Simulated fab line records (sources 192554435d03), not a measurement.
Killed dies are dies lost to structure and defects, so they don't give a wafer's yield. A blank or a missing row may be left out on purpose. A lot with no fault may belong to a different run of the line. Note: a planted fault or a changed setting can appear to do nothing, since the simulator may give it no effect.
fab line records	flow n5-finfet
record lots=6	wafers=18	last-day=17
route steps=1938 shown BEOL_M2@871 BEOL_M4@1111
lots that met no fault: from a run of the same line without faults
start-h: start of the lot's first displayed wafer, in hours after the record's first day	wait-h: hours from the lot's prior step to this one	" same as the row above	L1.1+2: a row that stands for several wafers	- no value, or no start given	* or withheld: withheld	< > ~ a bound
route shown NAME@n: NAME is a module with steps in the file, n the number in the route of the first one	usual: mean and standard deviation over wafers with no fault	same: alike in all rows	chamber/n: place in a boat	sites: each site's reading	_std_site: their standard deviation	_edge_site: the outer-site mean with the inner-site mean subtracted	radius-mm: for every site, how far away it sits from the centre of the wafer	mask NAME#n: copy n	behind: the most recent tool/chamber to have shaped the wafer	hold: why the lot went on hold/how many hours it stayed there/how the hold came to an end	device: the transistor (n, p or np) that didn't switch	end of line: at the end of the route, the tests of the same wafers	a step with no rows: only its recipe	killed: dies lost to structure and defects at the first sort, not the wafer's yield	map: shows each die of a wafer: x if killed, . if not, _ if none is there
set.NAME: the setting the step ran with; set.NAME@STEP: the setting that earlier step ran with	model.NAME: the simulator's own value behind a step, which no gauge read
lots at selected steps of the route; one table per step, one row per wafer
services: the hour from which a tool's chamber was out of use, counted from the record's first day as start-h (under 0 if before that day), plus the number of hours and why
## steps
# step N5_BEOL_M2_EBR_24
# recipe solvent=PGMEA	ebr-width-mm=1.5
# step N5_BEOL_M2_SOFTBAKE_23
# recipe temp-c=110	time-s=60	resist=CAR-EUV
# step N5_BEOL_M2_EXPOSE_25
# recipe mask-id=V1	na=0.33	source-shape=quasar	sigma-inner=0.2	sigma-outer=0.8	polarization=unpolarized	defocus-nm=5	dose-mj=63
# step N5_BEOL_M2_PEB_26
# recipe peb-temp-c=100	peb-time-s=60	resist=CAR-EUV
# step N5_BEOL_M2_DEVELOP_27
# recipe develop-time-s=30	developer=TMAH	resist=CAR-EUV	rinse-liquid=surfactant-rinse	dry=air-spin	dev-temp-c=23
# step N5_BEOL_M2_CD_MEAS_28
# recipe target-cd-nm=26.2	landing-energy-ev=500	detector=se-inlens	target-cd-y-nm=24.1	polarity=opening
# usual cd-nm=26.16/0.26
# same landing-energy-ev=500
lot.wafer	tool	chamber	start-h	wait-h	cd-nm
L844.1	cd-sem-01	0	133.83	-	25.89
L844.2	"	0	"	"	26.04
L844.5	"	0	"	"	25.97
L846.2	cd-sem-01	0	155.10	-	26.23
L846.3	"	0	"	"	26.19
L846.5	"	0	"	"	26.54
L850.1	cd-sem-02	0	169.82	-	26.12
L850.2	"	0	"	"	26.48
L850.3	"	0	"	"	26.29
L853.2	cd-sem-02	0	196.04	-	26.19
L853.3	"	0	"	"	26.20
L853.5	"	0	"	"	26.19
L859.2	cd-sem-03	0	223.99	-	26.29
L859.3	"	0	"	"	25.75
L859.4	"	0	"	"	26.16
L864.1	cd-sem-02	0	269.58	-	25.69
L864.2	"	0	"	"	25.83
L864.5	"	0	"	"	25.86
# step N5_BEOL_M2_OVL_MEAS_29
# recipe points-per-wafer=522
# usual V1_OVL=0.1/0.64
lot.wafer	tool	chamber	start-h	wait-h	V1_OVL[nm]
L844.1	overlay-02	0	133.86	0.0	-0.1
L844.2	"	0	"	"	0.0
L844.5	"	0	"	"	-0.5
L846.2	overlay-01	0	155.14	0.0	0.8
L846.3	"	0	"	"	0.9
L846.5	"	0	"	"	0.7
L850.1	overlay-01	0	169.85	0.0	0.1
L850.2	"	0	"	"	-0.1
L850.3	"	0	"	"	-0.4
L853.2	overlay-02	0	196.07	0.0	0.3
L853.3	"	0	"	"	0.0
L853.5	"	0	"	"	0.2
L859.2	overlay-02	0	224.02	0.0	-0.4
L859.3	"	0	"	"	0.2
L859.4	"	0	"	"	-0.2
L864.1	overlay-02	0	269.61	0.0	0.9
L864.2	"	0	"	"	0.0
L864.5	"	0	"	"	0.0
# step N5_BEOL_M2_INSPECT_30
# recipe mode=adi	inspect-instrument=brightfield
# usual raw-defect-count=385/78
lot.wafer	tool	chamber	start-h	wait-h	raw-defect-count
L844.1	defect-inspect-01	-	133.92	0.1	370
L844.2	"	-	"	"	384
L844.5	"	-	"	"	432
L846.2	defect-inspect-01	-	155.19	0.0	344
L846.3	"	-	"	"	425
L846.5	"	-	"	"	440
L850.1	defect-inspect-02	-	169.91	0.1	394
L850.2	"	-	"	"	363
L850.3	"	-	"	"	413
L853.2	defect-inspect-02	-	196.13	0.0	396
L853.3	"	-	"	"	516
L853.5	"	-	"	"	599
L859.2	defect-inspect-02	-	224.07	0.0	323
L859.3	"	-	"	"	282
L859.4	"	-	"	"	309
L864.1	defect-inspect-01	-	269.67	0.1	578
L864.2	"	-	"	"	541
L864.5	"	-	"	"	366
# step N5_BEOL_M2_DESCUM_33
# recipe chemistry=O2	time-s=7	source-power-w=50	bias-power-w=20	pressure-mtorr=20	rf-frequency-hz=2.712e+07	temp-c=40	resist=CAR-EUV	o2-flow-sccm=225
# usual drypump-motor-current-A=5.7/0.48	oes-product-au=0.75/0.08	rf-vpp-V=243.2/1.3	showerhead-plenum-p-Torr=2.10/0.067	throttle-valve-pct=20.55/0.28
lot.wafer	tool	chamber	start-h	wait-h	drypump-motor-current-A	oes-product-au	rf-hours-counter-h	rf-vpp-V	showerhead-plenum-p-Torr	throttle-valve-pct
L844.1	rie-diel-05	2	134.10	0.2	5.9	0.72	188	243.9	2.08	20.39
L844.2	"	0	"	"	6.4	0.77	146	241.8	2.02	20.48
L844.5	"	0	"	"	6.4	0.77	-	240.5	2.02	20.46
L846.2	rie-diel-02	2	155.24	0.0	5.7	0.81	91	243.1	2.12	20.50
L846.3	"	3	"	"	5.9	0.91	22	242.4	2.07	20.48
L846.5	"	2	"	"	5.7	0.82	-	242.5	2.12	20.48
L850.1	rie-diel-05	3	169.95	0.0	5.6	0.69	224	244.2	2.15	20.32
L850.2	"	2	"	"	5.9	0.71	201	243.4	2.08	20.41
L850.3	"	1	"	"	4.7	0.69	204	243.6	2.17	20.96
L853.2	rie-diel-05	2	196.16	0.0	5.8	0.70	210	242.1	2.07	20.43
L853.3	"	3	"	"	5.6	0.68	234	245.5	2.15	20.36
L853.5	"	3	"	"	5.7	0.69	-	243.3	2.15	20.35
L859.2	rie-diel-01	0	224.11	0.0	6.3	0.99	3	246.4	2.24	20.59
L859.3	"	1	"	"	6.6	0.90	13	243.5	2.16	19.97
L859.4	"	3	"	"	5.7	0.73	188	244.4	2.07	20.48
L864.1	rie-diel-01	3	269.99	0.3	5.7	0.73	205	242.6	2.06	20.50
L864.2	"	2	"	"	5.7	0.73	214	244.9	2.19	21.15
L864.5	"	0	"	"	6.2	0.93	-	246.1	2.23	20.62
# step N5_BEOL_M2_ETCH_77
# recipe chemistry=N2/H2	target=underlayer	target-depth-a=65	mask-material=CAR-EUV	time-s=5.2	ion-energy-ev=200	pressure-mtorr=30	source-w=840	bias-w=150	n2-flow-sccm=200	h2-flow-sccm=200	ends=cleared
# usual drypump-motor-current-A=5.7/0.48	etch-rf-on-time-s=5.30/0.16	oes-product-au=0.64/0.07	rf-vpp-V=523.9/2.5	showerhead-plenum-p-Torr=2.55/0.073	throttle-valve-pct=17.97/0.29
lot.wafer	tool	chamber	start-h	wait-h	drypump-motor-current-A	etch-rf-on-time-s	oes-product-au	rf-hours-counter-h	rf-vpp-V	showerhead-plenum-p-Torr	throttle-valve-pct
L844.1	rie-diel-05	2	134.14	0.0	5.9	5.10	0.63	188	522.0	2.50	17.60
L844.2	"	0	"	"	6.4	5.50	0.64	146	522.3	2.46	17.93
L844.5	"	0	"	"	6.4	5.51	0.64	-	521.9	2.46	17.94
L846.2	rie-diel-02	2	155.27	0.0	5.7	5.44	0.67	91	525.4	2.58	17.92
L846.3	"	3	"	"	5.9	5.18	0.78	22	523.2	2.51	17.98
L846.5	"	2	"	"	5.7	5.43	0.67	-	526.2	2.58	17.95
L850.1	rie-diel-05	3	169.98	0.0	5.6	5.42	0.58	224	525.5	2.62	17.81
L850.2	"	2	"	"	5.9	5.12	0.61	201	523.9	2.50	17.61
L850.3	"	1	"	"	4.8	5.42	0.58	204	527.1	2.62	18.32
L853.2	rie-diel-05	2	196.20	0.0	5.9	5.12	0.61	210	523.3	2.49	17.61
L853.3	"	3	"	"	5.6	5.38	0.58	234	527.9	2.61	17.81
L853.5	"	3	"	"	5.7	5.43	0.57	-	526.8	2.61	17.81
L859.2	rie-diel-01	0	224.14	0.0	6.3	5.07	0.85	3	528.4	2.72	17.94
L859.3	"	1	"	"	6.5	5.15	0.77	13	525.5	2.63	17.40
L859.4	"	3	"	"	5.7	5.34	0.63	188	523.8	2.53	17.94
L864.1	rie-diel-01	3	270.03	0.0	5.8	5.23	0.62	206	524.1	2.52	17.98
L864.2	"	2	"	"	5.7	5.21	0.62	214	523.5	2.63	18.36
L864.5	"	0	"	"	6.3	5.09	0.80	-	529.8	2.71	17.94
# step N5_BEOL_M2_ETCH_69
# recipe chemistry=CF4	target=SiARC	target-depth-a=156	mask-material=CAR-EUV	time-s=26	ion-energy-ev=80	pressure-mtorr=40	source-w=545	bias-w=36	Ar_flow_sccm=100	cf4-flow-sccm=100	ends=cleared
# usual cf4-flow-sccm=99.99/0.29	drypump-motor-current-A=5.7/0.48	etch-rf-on-time-s=26.5/0.87	oes-product-au=0.64/0.073	rf-vpp-V=184.0/1	showerhead-plenum-p-Torr=2.14/0.06	throttle-valve-pct=15.73/0.23
lot.wafer	tool	chamber	start-h	wait-h	cf4-flow-sccm	drypump-motor-current-A	etch-rf-on-time-s	oes-product-au	rf-hours-counter-h	rf-vpp-V	showerhead-plenum-p-Torr	throttle-valve-pct
L844.1	rie-diel-05	2	134.16	0.0	100.28	5.9	25.6	0.62	188	182.6	2.12	15.66
L844.2	"	0	"	"	99.70	6.3	27.6	0.64	146	183.7	2.09	15.78
L844.5	"	0	"	"	99.23	6.3	27.2	0.64	-	183.5	2.09	15.79
L846.2	rie-diel-02	2	155.29	0.0	100.80	5.7	26.8	0.68	91	183.1	2.18	15.70
L846.3	"	3	"	"	99.54	5.9	25.5	0.79	22	183.0	2.10	15.58
L846.5	"	2	"	"	100.00	5.7	27.0	0.67	-	183.5	2.18	15.70
L850.1	rie-diel-05	3	170.00	0.0	99.70	5.6	26.9	0.58	224	183.8	2.21	15.68
L850.2	"	2	"	"	99.95	5.9	25.4	0.62	201	184.1	2.12	15.68
L850.3	"	1	"	"	100.35	4.7	26.8	0.59	204	186.2	2.20	16.01
L853.2	rie-diel-05	2	196.21	0.0	99.62	5.9	25.8	0.61	210	184.4	2.11	15.68
L853.3	"	3	"	"	100.31	5.7	26.6	0.58	234	184.2	2.21	15.69
L853.5	"	3	"	"	99.89	5.7	26.6	0.58	-	185.8	2.21	15.70
L859.2	rie-diel-01	0	224.16	0.0	100.00	6.3	24.9	0.87	3	184.5	2.29	15.64
L859.3	"	1	"	"	100.07	6.6	25.5	0.78	13	184.6	2.18	14.98
L859.4	"	3	"	"	100.25	5.7	26.4	0.63	188	183.2	2.12	15.61
L864.1	rie-diel-01	3	270.04	0.0	99.91	5.8	26.1	0.62	206	185.3	2.11	15.67
L864.2	"	2	"	"	99.76	5.7	26.3	0.63	214	183.9	2.20	16.05
L864.5	"	0	"	"	100.28	6.3	24.8	0.82	-	184.8	2.28	15.67
# step N5_BEOL_M2_ALD_98
# recipe material=SiO2	target-thk-a=25	temp-c=100	ald-precursor-family=BDEAS	ald-co-reactant=O2-plasma	pulse-time-s=1	co-reactant-pulse-time-s=1	purge-time-s=2	co-reactant-purge-time-s=2	ald-cycles=17	pressure-torr=2
# usual heater-power-outer-w=41/6.5	heater-power-w=78/12	precursor-pulse-height-rel=1.003/0.02
lot.wafer	tool	chamber	start-h	wait-h	heater-power-outer-w	heater-power-w	precursor-pulse-height-rel
L844.1	ald-sin-03	1	134.68	0.5	31	61	0.983
L844.2	"	0	"	"	53	101	1.013
L844.5	"	0	"	"	52	102	1.012
L846.2	ald-sin-02	1	155.37	0.1	35	69	0.979
L846.3	"	3	"	"	45	80	0.989
L846.5	"	1	"	"	34	70	1.006
L850.1	ald-sin-04	0	170.30	0.3	38	70	0.995
L850.2	"	3	"	"	41	72	1.034
L850.3	"	2	"	"	44	84	0.998
L853.2	ald-sin-03	1	196.95	0.7	32	63	0.976
L853.3	"	3	"	"	47	86	1.024
L853.5	"	1	"	"	32	61	0.994
L859.2	ald-sin-04	3	224.44	0.3	41	71	1.014
L859.3	"	2	"	"	44	85	1.029
L859.4	"	1	"	"	45	84	1.024
L864.1	ald-sin-03	1	271.26	1.2	31	62	1.026
L864.2	"	3	"	"	45	86	1.021
L864.5	"	1	"	"	32	63	1.016
# step N5_BEOL_M2_ETCHBACK_99
# recipe chemistry=CHF3	target=SiO2	target-depth-a=50	time-s=10.4	source-w=215	bias-w=47	Ar_flow_sccm=200	CHF3_flow_sccm=12	ion-energy-ev=100	pressure-mtorr=30
# usual drypump-motor-current-A=5.8/0.42	oes-product-au=0.76/0.086	rf-vpp-V=241/7.8	showerhead-plenum-p-Torr=2.16/0.072	throttle-valve-pct=17.19/0.28
lot.wafer	tool	chamber	start-h	wait-h	drypump-motor-current-A	oes-product-au	rf-hours-counter-h	rf-vpp-V	showerhead-plenum-p-Torr	throttle-valve-pct	model.CAR-EUV_of_BEOL_M2_COAT_22.thk-nm
L844.1	rie-diel-01	3	136.17	1.4	5.7	0.77	155	239	2.14	17.05	10.4
L844.2	"	2	"	"	5.7	0.77	158	250	2.23	17.37	10.4
L844.5	"	3	"	"	5.8	0.78	-	238	2.14	17.05	10.2
L846.2	rie-diel-01	2	161.90	6.5	5.7	0.76	169	247	2.22	17.39	10.4
L846.3	"	1	"	"	6.5	0.70	245	252	2.21	16.93	10.2
L846.5	"	2	"	"	5.7	0.76	-	248	2.22	17.39	10.4
L850.1	rie-diel-01	3	180.25	9.9	5.8	1.07	172	240	2.13	17.10	10
L850.2	"	0	"	"	6.2	0.97	240	225	2.06	17.65	10
L850.3	"	2	"	"	5.7	1.07	175	248	2.22	17.41	10
L853.2	rie-diel-01	1	198.71	1.7	6.5	1.39	0	239	2.21	16.50	10.2
L853.3	"	3	"	"	5.7	1.06	182	239	2.13	17.12	10.2
L853.5	"	2	"	"	5.7	1.08	-	250	2.22	17.44	10.2
L859.2	rie-diel-05	0	234.54	10.0	6.4	0.74	180	233	2.08	17.22	10.4
L859.3	"	1	"	"	4.7	0.67	227	247	2.23	17.61	10.4
L859.4	"	2	"	"	5.9	0.71	221	244	2.12	17.14	10.4
L864.1	rie-diel-02	0	276.25	4.9	5.3	0.70	231	228	2.12	17.45	10.6
L864.2	"	1	"	"	5.8	0.71	182	247	2.04	17.04	10.6
L864.5	"	2	"	"	5.7	0.76	-	248	2.17	17.23	10.4
# step N5_BEOL_M2_ETCH_70
# recipe chemistry=N2/H2	target=SOC	target-depth-a=800	overetch-a=240	mask-material=SiARC	temp-c=40	time-s=130	ion-energy-ev=200	pressure-mtorr=30	source-w=840	bias-w=150	n2-flow-sccm=200	h2-flow-sccm=200
# usual drypump-motor-current-A=5.8/0.43	oes-product-au=0.56/0.058	rf-vpp-V=524.1/2.3	showerhead-plenum-p-Torr=2.56/0.08	throttle-valve-pct=17.98/0.28
lot.wafer	tool	chamber	start-h	wait-h	drypump-motor-current-A	oes-product-au	rf-hours-counter-h	rf-vpp-V	showerhead-plenum-p-Torr	throttle-valve-pct
L844.1	rie-diel-01	3	136.21	0.0	5.7	0.56	155	523.4	2.54	17.85
L844.2	"	2	"	"	5.7	0.57	158	527.8	2.65	18.20
L844.5	"	3	"	"	5.8	0.57	-	523.5	2.54	17.85
L846.2	rie-diel-01	2	161.94	0.0	5.7	0.56	169	526.3	2.65	18.23
L846.3	"	1	"	"	6.6	0.51	245	525.6	2.64	17.78
L846.5	"	2	"	"	5.7	0.56	-	525.4	2.65	18.22
L850.1	rie-diel-01	3	180.29	0.0	5.8	0.56	172	524.6	2.53	17.88
L850.2	"	0	"	"	6.3	0.50	240	519.4	2.41	18.25
L850.3	"	2	"	"	5.7	0.55	175	525.9	2.64	18.24
L853.2	rie-diel-01	1	198.75	0.0	6.6	0.70	0	524.6	2.63	17.36
L853.3	"	3	"	"	5.7	0.55	182	523.1	2.53	17.90
L853.5	"	2	"	"	5.7	0.56	-	524.9	2.64	18.25
L859.2	rie-diel-05	0	234.58	0.0	6.4	0.55	180	521.9	2.44	17.93
L859.3	"	1	"	"	4.7	0.51	227	525.8	2.61	18.33
L859.4	"	2	"	"	5.9	0.52	221	523.7	2.49	17.60
L864.1	rie-diel-02	0	276.29	0.0	5.3	0.51	231	523.7	2.52	18.41
L864.2	"	1	"	"	5.9	0.53	182	520.3	2.46	18.13
L864.5	"	2	"	"	5.7	0.57	-	523.2	2.57	17.96
# step N5_BEOL_M4_RC_MEAS_101
# usual DIBL_N=36.0/2.5	DIBL_P=36.2/3	IOFF_N=0.16/0.044	IOFF_P=0.21/0.049	ION_N=671/15	ION_P=461/8.7	SS_N=71.5/0.72	SS_P=73.4/0.9	VT_N=251/4.4	VT_P=-250/4
lot.wafer	tool	chamber	start-h	wait-h	DIBL_N[mV/V]	DIBL_P[mV/V]	IOFF_N[nA/um]	IOFF_P[nA/um]	ION_N[uA/um]	ION_P[uA/um]	SS_N[mV/dec]	SS_P[mV/dec]	VT_N[mV]	VT_P[mV]
L844.1	prober-01	0	180.05	0.0	36.4	36.1	0.16	0.24	668	463	71.9	73.5	251	-245
L844.2	"	0	"	"	34.6	33.4	0.13	0.19	667	458	71.3	72.1	254	-247
L844.5	"	0	"	"	36.0	35.2	0.15	0.22	665	460	71.6	72.7	250	-245
L846.2	prober-01	0	190.01	0.9	40.4	40.7	0.26	0.32	694	474	73.0	75.0	243	-246
L846.3	"	0	"	"	35.1	33.9	0.15	0.18	668	455	71.6	73.3	249	-250
L846.5	"	0	"	"	36.7	36.1	0.18	0.23	676	466	72.2	73.5	249	-245
L850.1	prober-01	0	219.12	0.0	38.4	39.2	0.18	0.26	695	476	71.3	74.3	248	-250
L850.2	"	0	"	"	38.6	40.1	0.19	0.30	680	467	72.1	74.8	248	-245
L850.3	"	0	"	"	35.0	34.7	0.12	0.19	669	466	70.2	73.2	254	-252
L853.2	prober-01	0	233.52	0.2	31.5	31.0	0.10	0.14	656	452	70.4	72.0	257	-256
L853.3	"	0	"	"	36.9	38.6	0.18	0.27	674	467	71.1	73.7	246	-247
L853.5	"	0	"	"	35.3	36.5	0.15	0.22	671	458	71.7	73.0	248	-247
L859.2	prober-02	0	275.85	0.2	41.2	43.1	0.31	0.37	692	473	72.8	74.9	240	-241
L859.3	"	0	"	"	36.6	37.7	0.19	0.24	683	465	71.4	73.0	245	-248
L859.4	"	0	"	"	36.9	38.5	0.20	0.26	682	473	72.0	74.0	245	-245
L864.1	prober-02	0	306.64	0.0	35.1	34.4	0.13	0.18	656	455	72.0	72.7	254	-252
L864.2	"	0	"	"	28.9	27.9	0.06	0.12	631	444	70.0	70.5	261	-256
L864.5	"	0	"	"	31.9	31.1	0.09	0.14	642	453	70.7	72.2	257	-252
## services
tool	chamber	start-h	hours	kind
ald-sin-04	-	112.23	14.6	pm
rie-diel-05	3	132.65	7.5	repair
rie-diel-01	1	135.00	12.9	repair
ald-sin-04	0	172.66	11.4	repair
rie-diel-01	1	177.02	-	clean
rie-diel-01	1	177.02	-	consumable-replace:esc
rie-diel-01	1	177.02	-	consumable-replace:focus-ring
rie-diel-01	1	177.02	20.8	scheduled-down
rie-diel-01	1	177.02	20.8	vent-cycle
rie-diel-02	-	195.71	3.6	repair
ald-sin-03	2	196.91	10.2	repair
rie-diel-01	0	199.26	-	clean
rie-diel-01	0	199.26	-	consumable-replace:focus-ring
rie-diel-01	0	199.26	-	consumable-replace:showerhead
rie-diel-01	0	199.26	18.1	scheduled-down
rie-diel-01	0	199.26	18.1	vent-cycle
rie-diel-05	0	203.48	8.1	repair
rie-diel-02	2	205.00	27.5	repair
rie-diel-02	0	226.35	10.5	repair
rie-diel-02	3	241.86	46.0	repair
rie-diel-05	3	243.39	-	clean
ald-sin-02	3	248.55	4.9	repair
rie-diel-05	-	266.00	4.0	pm
ald-sin-04	-	268.25	14.0	pm
## key
first-sign step=N5_BEOL_M2_ETCHBACK_99	reading=oes-product-au	direction=up	sigmas=4	usual=0.76	struck=1.11
effect none on later readings
model-effect step=N5_BEOL_M2_ETCHBACK_99	value=CAR-EUV_of_BEOL_M2_COAT_22.thk-nm	without=10.6	struck=10.1
met-at N5_BEOL_M2_ETCHBACK_99
struck-wafers L850.1,L850.2,L850.3,L853.2,L853.3,L853.5
onset-between 161.90 180.25
fault kind=process-parameter-drift	tool=rie-diel-01	chamber=-	onset-h=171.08	steps=N5_BEOL_M2_ETCHBACK_99	channel=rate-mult	offset=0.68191	shape=step	end-h=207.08
